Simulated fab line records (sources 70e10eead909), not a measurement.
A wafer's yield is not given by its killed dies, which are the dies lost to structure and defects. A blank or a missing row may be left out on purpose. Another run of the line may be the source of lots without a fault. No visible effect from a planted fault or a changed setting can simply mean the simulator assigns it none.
fab line records | flow nand_harc
record: lots: 7 wafers: 21 last_day: 33
route steps=1302 shown A_CONTACT@1103 A_BLC@1107 END@1302
lots with no fault: from the same line, run without faults
start_h: hours from the record's first day to the start of the lot's first wafer shown | wait_h: hours since the lot's step before | " identical to the entry in the row above | L1.1+2: a row that stands for several wafers | - no value, or no start was given | * or withheld: withheld | < > ~ a bound
route shown NAME@n: names a module that has steps shown in the file, with the first one's number in the route | usual: mean and standard deviation over wafers with no fault | same: alike in all rows | chamber/n: place in a boat | sites: each site's reading | _std_site: standard deviation of those values | _edge_site: mean of outer sites minus mean of inner sites | radius_mm: how far each site lies from the wafer's centre | mask NAME#n: copy n | behind: the last tool/chamber to shape the wafer | hold: reason for holding the lot/hours on hold/outcome of the hold | device: transistor that didn't switch, given as n, p or np | end of line: the tests these same wafers got at the end of their route | a step given without rows: its recipe and nothing more | killed: not the wafer's yield, but the dies lost to structure and defects at the first sort | map: a wafer's dies, marking killed ones x, the rest . and places with no die _
set.NAME: setting as actually run; set.NAME@STEP: the setting as run at that earlier step | model.NAME: the simulator's own value behind a step, which no gauge read
lots at some steps of the route; a table a step, a row a wafer
services: from which hour (start_h, from the record's first day; less than 0 if before it) a tool's chamber was out of use, for how many hours, and why
== steps ==
step: NHARC_A_CONTACT_CMP_20
recipe: t_overpolish_s: 30 target_thk_nm: 300
usual: motor_current_A: 12.2/1.2 overpolish_run_s: 29.999/0.0097 time_to_endpoint_s: 60.5/2.9
columns lot.wafer tool chamber start_h wait_h motor_current_A overpolish_run_s time_to_endpoint_s
L281.3 cmp-03 3 527.80 0.5 12.8 29.998 57.6
L281.4 " 1 " " 9.7 30.007 60.0
L281.5 " 3 " " 13.8 29.975 56.7
L286.3 cmp-03 2 557.80 0.5 12.5 29.992 62.9
L286.4 " 1 " " 9.9 30.003 61.7
L286.6 " 2 " " 11.8 30.001 61.6
L292.2 cmp-04 0 624.97 0.6 12.4 29.994 64.8
L292.4 " 1 " " 11.0 30.022 61.0
L292.1 " 2 " " 11.4 29.994 60.1
L301.4 cmp-04 3 711.64 0.4 13.7 30.010 61.3
L301.2 " 1 " " 10.8 29.998 63.7
L301.5 " 3 " " 14.5 29.988 58.8
L302.2 cmp-03 3 733.83 0.8 14.4 30.006 57.8
L302.3 " 0 " " 13.1 29.997 57.2
L302.6 " 3 " " 14.1 29.999 56.9
L303.2 cmp-04 0 740.75 0.7 12.7 30.015 64.5
L303.6 " 0 " " 12.6 29.995 64.3
L303.5 " 1 " " 11.8 29.976 63.8
L304.3 cmp-01 0 750.73 0.5 12.5 29.989 51.3
L304.1 " 2 " " 12.5 29.990 56.4
L304.6 " 0 " " 13.4 30.004 52.0
step: NHARC_A_CONTACT_SRD_22
step: NHARC_A_CONTACT_INSPECT_23
usual: raw_defect_count: 500/100
columns lot.wafer tool chamber start_h wait_h raw_defect_count
L281.3 defect_inspect-01 - 528.20 0.1 427
L281.4 " - " " 501
L281.5 " - " " 446
L286.3 defect_inspect-01 - 558.20 0.1 649
L286.4 " - " " 538
L286.6 " - " " 532
L292.1 defect_inspect-02 - 625.37 0.1 351
L292.2 " - " " 807
L292.4 " - " " 561
L301.2 defect_inspect-01 - 712.02 0.1 399
L301.4 " - " " 499
L301.5 " - " " 489
L302.2 defect_inspect-01 - 734.25 0.1 420
L302.3 " - " " 367
L302.6 " - " " 363
L303.2 defect_inspect-01 - 741.16 0.1 445
L303.5 " - " " 411
L303.6 " - " " 469
L304.1 defect_inspect-01 - 751.13 0.1 636
L304.3 " - " " 601
L304.6 " - " " 425
step: NHARC_A_BLC_DEHYDRATE_00
recipe: temp_c: 150 time_s: 120
step: NHARC_A_BLC_HMDS_01
recipe: time_s: 30
step: NHARC_A_BLC_COAT_02
recipe: temp_c: 260 time_s: 75
step: NHARC_A_BLC_COAT_03
recipe: temp_c: 225 time_s: 65
step: NHARC_A_BLC_COAT_04
recipe: spin_rpm: 1500 resist_thk_nm: 90
step: NHARC_A_BLC_SOFTBAKE_05
recipe: temp_c: 105 time_s: 55
step: NHARC_A_BLC_EBR_06
step: NHARC_A_BLC_EXPOSE_07
recipe: na: 1.35 target_cd_nm: 100 dose_mj: 67.97 mask_id: A_BLC
step: NHARC_A_BLC_PEB_08
recipe: peb_temp_c: 100 peb_time_s: 65
usual: chill_plate_temp_C: 23.02/0.11 heater_power_total_W: 156.6/0.44 resist_line_temp_C: 23.04/0.11
columns lot.wafer tool chamber start_h wait_h chill_plate_temp_C heater_power_total_W resist_line_temp_C
L281.3 litho_track-04 0 528.63 0.0 23.05 155.9 22.91
L281.4 " 0 " " 22.95 156.1 23.02
L281.5 " 0 " " 22.92 156.0 23.17
L286.3 litho_track-06 0 558.63 0.0 23.07 157.0 23.02
L286.4 " 0 " " 23.17 156.5 22.87
L286.6 " 0 " " 23.12 156.1 23.24
L292.1 litho_track-06 0 625.68 0.1 23.29 156.4 22.95
L292.2 " 0 " " 23.11 156.0 22.86
L292.4 " 0 " " 23.11 156.7 23.12
L301.2 litho_track-06 0 712.45 0.1 22.99 156.0 22.99
L301.4 " 0 " " 23.01 156.9 22.95
L301.5 " 0 " " 23.08 157.1 22.90
L302.2 litho_track-01 0 734.68 0.1 23.02 156.6 23.12
L302.3 " 0 " " 23.09 156.9 23.07
L302.6 " 0 " " 23.09 157.1 23.15
L303.2 litho_track-06 0 741.59 0.1 23.08 156.5 22.97
L303.5 " 0 " " 22.92 157.1 23.02
L303.6 " 0 " " 23.31 156.9 22.95
L304.1 litho_track-06 0 751.56 0.1 23.19 157.1 23.17
L304.3 " 0 " " 23.02 156.9 23.33
L304.6 " 0 " " 23.07 157.1 23.16
step: NHARC_A_BLC_DEVELOP_09
recipe: develop_time_s: 35 dev_temp_c: 23
step: NHARC_A_BLC_CD_MEAS_10
recipe: target_cd_nm: 100 landing_energy_ev: 500
usual: cd_nm: 100.2/0.56
columns lot.wafer tool chamber start_h wait_h cd_nm
L281.3 cd_sem-01 0 528.71 - 100.1
L281.4 " 0 " " 99.4
L281.5 " 0 " " 99.7
L286.3 cd_sem-01 0 558.71 - 100.3
L286.4 " 0 " " 99.0
L286.6 " 0 " " 100.1
L292.1 cd_sem-02 0 625.76 - 100.7
L292.2 " 0 " " 100.5
L292.4 " 0 " " 100.1
L301.2 cd_sem-02 0 712.53 - 113.0
L301.4 " 0 " " 100.0
L301.5 " 0 " " 99.6
L302.2 cd_sem-03 0 734.76 - 100.4
L302.3 " 0 " " 100.2
L302.6 " 0 " " 100.4
L303.2 cd_sem-02 0 741.67 - 112.6
L303.5 " 0 " " 100.4
L303.6 " 0 " " 99.4
L304.1 cd_sem-01 0 751.64 - 100.4
L304.3 " 0 " " 113.7
L304.6 " 0 " " 101.6
step: NHARC_A_BLC_OVL_MEAS_11
usual: overlay_x_nm: 0.0/0.88 overlay_y_nm: 0.1/0.99
columns lot.wafer tool chamber start_h wait_h overlay_x_nm overlay_y_nm
L281.3 overlay-02 - 528.80 - 0.5 -0.6
L281.4 " - " " 0.5 -0.5
L281.5 " - " " 0.1 0.0
L286.3 overlay-02 - 558.79 - 0.4 0.9
L286.4 " - " " 0.0 0.4
L286.6 " - " " 0.8 1.0
L292.1 overlay-02 - 625.85 - 0.4 -1.1
L292.2 " - " " 0.2 -1.1
L292.4 " - " " 0.4 -1.3
L301.2 overlay-02 - 712.61 - -0.2 -1.6
L301.4 " - " " 0.1 -1.7
L301.5 " - " " 0.5 -1.2
L302.2 overlay-01 - 734.85 - -0.4 1.2
L302.3 " - " " -0.4 1.5
L302.6 " - " " 0.0 1.4
L303.2 overlay-02 - 741.75 - 1.9 1.1
L303.5 " - " " 1.0 0.7
L303.6 " - " " 0.8 0.8
L304.1 overlay-02 - 751.74 - 1.0 -1.0
L304.3 " - " " 0.1 -0.9
L304.6 " - " " 0.3 -1.2
step: NHARC_A_BLC_INSPECT_12
usual: raw_defect_count: 81/37
columns lot.wafer tool chamber start_h wait_h raw_defect_count
L281.3 defect_inspect-01 - 528.83 0.0 117
L281.4 " - " " 95
L281.5 " - " " 127
L286.3 defect_inspect-02 - 558.83 0.0 125
L286.4 " - " " 139
L286.6 " - " " 136
L292.1 defect_inspect-01 - 625.89 0.0 31
L292.2 " - " " 41
L292.4 " - " " 40
L301.2 defect_inspect-01 - 712.65 0.0 40
L301.4 " - " " 40
L301.5 " - " " 32
L302.2 defect_inspect-01 - 734.89 0.0 50
L302.3 " - " " 45
L302.6 " - " " 47
L303.2 defect_inspect-01 - 741.79 0.0 127
L303.5 " - " " 101
L303.6 " - " " 109
L304.1 defect_inspect-01 - 751.77 0.0 92
L304.3 " - " " 96
L304.6 " - " " 86
step: NHARC_A_BLC_DESCUM_15
recipe: time_s: 3 o2_flow_sccm: 200 ar_flow_sccm: 0 bias_power_w: 0 chemistry: O2
usual: drypump_motor_current_A: 5.7/0.48 oes_product_au: 0.996/0.011 rf_vpp_V: 57.9/0.93 showerhead_plenum_p_Torr: 1.92/0.096 throttle_valve_pct: 11.311/0.0088
columns lot.wafer tool chamber start_h wait_h drypump_motor_current_A oes_product_au rf_hours_counter_h rf_vpp_V showerhead_plenum_p_Torr throttle_valve_pct model.A_BLC.cd_nm
L281.4 rie_diel-06 2 528.89 0.1 5.7 0.996 2 57.4 1.94 11.318 100.1
L281.3 " 3 " " 5.8 0.995 2 59.9 2.06 11.313 99.76
L281.5 " 2 " " 5.7 0.990 - 59.3 1.94 11.321 100
L286.4 rie_diel-06 0 558.91 0.1 5.9 0.993 3 58.7 2.05 11.310 99.53
L286.3 " 1 " " 4.9 1.003 3 56.9 1.82 11.308 99.09
L286.6 " 3 " " 5.9 0.980 - 56.7 2.06 11.330 99.27
L292.1 rie_diel-07 3 625.96 0.1 5.2 0.991 11 59.7 1.86 11.302 99.71
L292.4 " 0 " " 5.4 0.995 11 57.9 1.80 11.294 100.7
L292.2 " 1 " " 6.4 0.999 11 57.5 1.94 11.307 99.83
L301.2 rie_diel-03 0 712.71 0.1 5.4 1.007 24 56.6 1.81 11.313 113.7
L301.4 " 3 " " 5.8 0.995 23 57.3 1.93 11.306 100.4
L301.5 " 1 " " 4.7 1.007 - 59.1 2.07 11.306 99.23
L302.3 rie_diel-07 2 734.95 0.1 6.3 1.013 7 57.3 1.86 11.309 99.25
L302.2 " 1 " " 6.4 1.026 8 56.9 1.94 11.300 100.2
L302.6 " 2 " " 6.3 1.007 - 59.0 1.86 11.316 100.1
L303.2 rie_diel-07 1 741.87 0.1 6.4 1.013 9 56.0 1.93 11.317 112.1
L303.6 " 3 " " 5.2 0.999 - 59.2 1.86 11.313 98.18
L303.5 " 0 " " 5.4 1.002 - 58.1 1.80 11.330 100.6
L304.3 rie_diel-03 3 751.83 0.1 5.9 1.001 36 58.4 1.92 11.309 114.1
L304.1 " 1 " " 4.7 1.005 40 60.2 2.06 11.301 100.1
L304.6 " 3 " " 5.9 1.010 - 59.1 1.92 11.320 101.8
step: NHARC_A_BLC_ETCH_16
recipe: target_depth_a: 390 over_etch_frac: 0.3 time_s: 65 ion_energy_ev: 80 cf4_flow_sccm: 150 ar_flow_sccm: 0 rf_w: 300 bias_w: 100 chemistry: CF4
usual: drypump_motor_current_A: 5.7/0.49 oes_product_au: 0.996/0.01 rf_vpp_V: 151.4/1.3 showerhead_plenum_p_Torr: 1.78/0.08 throttle_valve_pct: 13.286/0.0083
columns lot.wafer tool chamber start_h wait_h drypump_motor_current_A oes_product_au rf_hours_counter_h rf_vpp_V showerhead_plenum_p_Torr throttle_valve_pct
L281.4 rie_diel-06 2 528.98 0.1 5.7 0.988 2 150.6 1.79 13.290
L281.3 " 0 " " 5.9 1.003 1 152.7 1.88 13.269
L281.5 " 2 " " 5.7 0.994 - 152.2 1.79 13.292
L286.3 rie_diel-06 2 558.97 0.1 5.7 0.982 3 151.8 1.79 13.279
L286.4 " 3 " " 5.8 0.990 3 151.0 1.89 13.295
L286.6 " 3 " " 5.9 0.992 - 151.4 1.89 13.284
L292.4 rie_diel-07 1 626.04 0.1 6.3 0.992 11 150.9 1.79 13.278
L292.2 " 2 " " 6.4 0.978 12 150.9 1.72 13.281
L292.1 " 0 " " 5.4 0.997 11 149.6 1.67 13.295
L301.2 rie_diel-03 1 712.85 0.1 4.7 1.002 24 152.1 1.90 13.304
L301.4 " 3 " " 5.9 0.989 23 151.0 1.78 13.289
L301.5 " 2 " " 5.8 0.986 - 150.1 1.77 13.289
L302.3 rie_diel-07 3 735.04 0.1 5.2 1.005 7 150.5 1.72 13.277
L302.2 " 1 " " 6.4 1.019 8 152.1 1.79 13.283
L302.6 " 3 " " 5.2 1.008 - 150.7 1.72 13.288
L303.2 rie_diel-07 0 741.94 0.1 5.4 0.998 8 149.9 1.67 13.281
L303.6 " 3 " " 5.2 0.994 - 149.9 1.72 13.287
L303.5 " 0 " " 5.4 1.004 - 150.6 1.67 13.280
L304.3 rie_diel-03 2 751.93 0.1 5.8 0.981 35 150.8 1.76 13.282
L304.1 " 3 " " 5.9 0.997 36 151.5 1.78 13.305
L304.6 " 2 " " 5.8 0.986 - 151.6 1.76 13.283
step: NHARC_A_BLC_ETCH_17
recipe: target_depth_a: 3900 over_etch_frac: 0.25 time_s: 609.38 ion_energy_ev: 200 n2_flow_sccm: 150 h2_flow_sccm: 150 ar_flow_sccm: 0 rf_w: 400 bias_w: 150 chemistry: N2/H2
usual: drypump_motor_current_A: 5.6/0.49 oes_product_au: 0.995/0.011 rf_vpp_V: 431/3.1 showerhead_plenum_p_Torr: 2.05/0.1 throttle_valve_pct: 14.172/0.0091
columns lot.wafer tool chamber start_h wait_h drypump_motor_current_A oes_product_au rf_hours_counter_h rf_vpp_V showerhead_plenum_p_Torr throttle_valve_pct
L281.3 rie_diel-06 0 - - 6.0 1.002 2 434 2.19 14.179
L281.4 " 2 " " 5.7 0.989 2 430 2.06 14.172
L281.5 " 0 " " 6.0 0.992 - 435 2.19 14.179
L286.4 rie_diel-06 3 - - 5.8 0.986 3 435 2.20 14.158
L286.3 " 1 " " 4.9 1.010 3 429 1.94 14.178
L286.6 " 0 " " 5.9 0.982 - 435 2.19 14.170
L292.1 rie_diel-07 0 - - 5.4 0.998 11 425 1.91 14.152
L292.4 " 1 " " 6.4 1.002 11 433 2.07 14.171
L292.2 " 3 " " 5.2 0.994 12 428 1.98 14.166
L301.2 rie_diel-03 1 - - 4.7 1.012 24 436 2.21 14.192
L301.4 " 3 " " 5.9 0.997 24 431 2.05 14.168
L301.5 " 1 " " 4.7 1.001 - 437 2.21 14.177
L302.2 rie_diel-07 3 - - 5.2 0.995 7 428 1.98 14.172
L302.3 " 0 " " 5.4 1.012 6 425 1.91 14.164
L302.6 " 2 " " 6.4 1.008 - 428 1.98 14.177
L303.2 rie_diel-07 0 - - 5.4 0.992 8 427 1.91 14.165
L303.6 " 2 " " 6.3 1.002 - 428 1.98 14.179
L303.5 " 3 " " 5.2 1.006 - 428 1.98 14.156
L304.1 rie_diel-03 2 - - 5.8 0.984 35 429 2.03 14.147
L304.3 " 0 " " 5.4 1.003 39 427 1.92 14.169
L304.6 " 1 " " 4.7 0.997 - 435 2.20 14.171
step: NHARC_A_BLC_ETCH_18
recipe: target_depth_a: 9100 c4f8_flow_sccm: 20 o2_flow_sccm: 10 ar_flow_sccm: withheld rf_w: 600 bias_w: 1500 chemistry: C4F8/O2/Ar
usual: oes_product_au: 0.950/0.023 rf_vpp_V: 978/6.5
columns lot.wafer tool chamber start_h wait_h oes_product_au rf_hours_counter_h rf_vpp_V model.A_BLC.cd_nm
L281.4 rie_diel-06 1 - - 0.970 2 973 100.4
L281.3 " 3 " " 0.943 2 988 100.3
L281.5 " 2 " " 0.944 - 980 96.48
L286.4 rie_diel-06 1 - - 0.981 4 970 97.91
L286.3 " 2 " " 0.950 3 980 97.81
L286.6 " 2 " " 0.939 - 977 98.43
L292.1 rie_diel-07 2 - - 0.916 12 975 95.95
L292.2 " 3 " " 0.918 12 975 100
L292.4 " 0 " " 0.924 12 969 101.9
L301.2 rie_diel-03 3 - - 0.951 24 980 117.1
L301.4 " 1 " " 0.944 24 989 101
L301.5 " 3 " " 0.942 - 979 102
L302.3 rie_diel-07 3 - - 0.967 7 974 95.3
L302.2 " 1 " " 0.984 8 980 99.85
L302.6 " 0 " " 0.965 - 970 100.6
L303.2 rie_diel-07 1 - - 0.980 10 980 108.3
L303.5 " 1 " " 0.987 - 980 100.1
L303.6 " 2 " " 0.979 - 974 97.61
L304.3 rie_diel-03 3 - - 0.926 36 980 114.9
L304.1 " 1 " " 0.928 41 988 99.74
L304.6 " 3 " " 0.910 - 980 102
step: NHARC_A_BLC_CD_MEAS_19
usual: cd_nm: 99.4/2.3
columns lot.wafer tool chamber start_h wait_h cd_nm
L281.3 cd_sem-01 - 529.86 - 100.3
L281.4 " - " " 100.7
L281.5 " - " " 96.2
L286.3 cd_sem-01 - 559.86 - 97.8
L286.4 " - " " 98.1
L286.6 " - " " 98.5
L292.1 cd_sem-02 - 626.91 - 95.6
L292.2 " - " " 100.0
L292.4 " - " " 101.9
L301.2 cd_sem-01 - 713.75 - 117.7
L301.4 " - " " 100.9
L301.5 " - " " 102.1
L302.2 cd_sem-01 - 735.91 - 99.5
L302.3 " - " " 95.9
L302.6 " - " " 100.5
L303.2 cd_sem-02 - 742.82 - 108.0
L303.5 " - " " 100.2
L303.6 " - " " 97.7
L304.1 cd_sem-02 - 752.80 - 100.0
L304.3 " - " " 114.9
L304.6 " - " " 101.8
step: NHARC_END_SORT_01
recipe: temp_c: 25
usual: killed_at_array: 55/20 killed_at_other: 0.7/0.96 killed_at_periphery: 4.1/2.4 killed_dies: 60/20 killed_open: 3.3/1.9 killed_short: 2.8/1.6
same: gross_dies: 677
columns lot.wafer tool chamber start_h wait_h killed_at_array killed_at_other killed_at_periphery killed_dies killed_open killed_short
L301.2 prober-01 0 762.57 2.8 89 0 1 90 2 4
L304.3 prober-01 0 799.82 3.1 98 0 4 102 3 1
killed by level:class
L301.2 A_BLC:area_peb=48 A_CHANNEL_HOLE_D1:chamber_film_flake=13 A_SLIT:chamber_film_flake=10 A_CONTACT:chamber_film_flake=5 A_CHANNEL_FILL_D1:chamber_film_flake=4 A_WL_FILL:geometric_particle:short=2 A_ZERO_WELL:chamber_film_flake=2 A_SOURCE_PLATE:geometric_particle:open=1
L304.3 A_BLC:area_peb=39 A_CHANNEL_HOLE_D2:chamber_film_flake=26 A_CHANNEL_HOLE_D1:chamber_film_flake=10 A_STAIRCASE:chamber_film_flake=7 A_SLIT:chamber_film_flake=6 A_CONTACT:chamber_film_flake=4 A_CHANNEL_FILL_D2:geometric_particle:open=2 P_GATE:chamber_film_flake=2
== services ==
columns tool chamber start_h hours kind
cmp-03 - 521.84 0.3 repair
rie_diel-07 3 524.02 6.2 repair
litho_track-06 - 529.00 7.0 pm
rie_diel-03 - 565.19 7.5 repair
cmp-04 - 592.24 6.4 repair
cmp-03 - 593.61 4.0 pm
cmp-04 - 601.24 4.0 pm
rie_diel-06 1 609.44 2.8 repair
cmp-04 - 620.07 2.4 repair
rie_diel-06 3 634.62 7.7 repair
rie_diel-03 - 635.48 9.0 pm
rie_diel-06 2 636.69 6.9 repair
cmp-04 - 639.46 1.8 repair
rie_diel-07 - 649.24 9.0 pm
rie_diel-06 3 658.72 21.6 repair
cmp-04 - 660.27 3.8 repair
rie_diel-06 - 661.23 9.0 pm
rie_diel-03 0 671.03 6.0 repair
cmp-03 - 691.61 4.0 pm
litho_track-06 - 704.01 7.0 pm
rie_diel-07 2 707.56 5.1 repair
rie_diel-03 2 716.68 6.0 repair
rie_diel-07 0 723.26 7.1 repair
rie_diel-07 3 727.41 4.6 repair
== key ==
first_sign: step: NHARC_A_BLC_CD_MEAS_10 reading: cd_nm direction: up sigmas: 23 usual: 100.2 struck: 113.1
effect: step: NHARC_A_BLC_CD_MEAS_19 reading: cd_nm direction: up sigmas: 6.3 usual: 99.4 struck: 113.5
model_effect: step: NHARC_A_BLC_DESCUM_15 value: A_BLC.cd_nm without: 100.5 struck: 113.3
model_effect: step: NHARC_A_BLC_ETCH_18 value: A_BLC.cd_nm without: 100.6 struck: 113.4
met_at NHARC_A_BLC_PEB_08
struck_wafers L301.2,L303.2,L304.3
tester_left_out L301,L303,L304
onset_between 625.68 712.45
fault: kind: process_parameter_drift tool: litho_track-06 chamber: - onset_h: 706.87 steps: NHARC_A_BLC_PEB_08 channel: peb_time_s offset: * shape: step end_h: 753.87 scope: struck_wafers_only acts_in: * stated: *
tester_left_out: of these lots the tester's yield and bins aren't shown, on N5 and GAA mostly nor the transistor test; their killed dies are dies lost to structure and defects alone, not to doping, threshold or leakage, so they don't give the yield
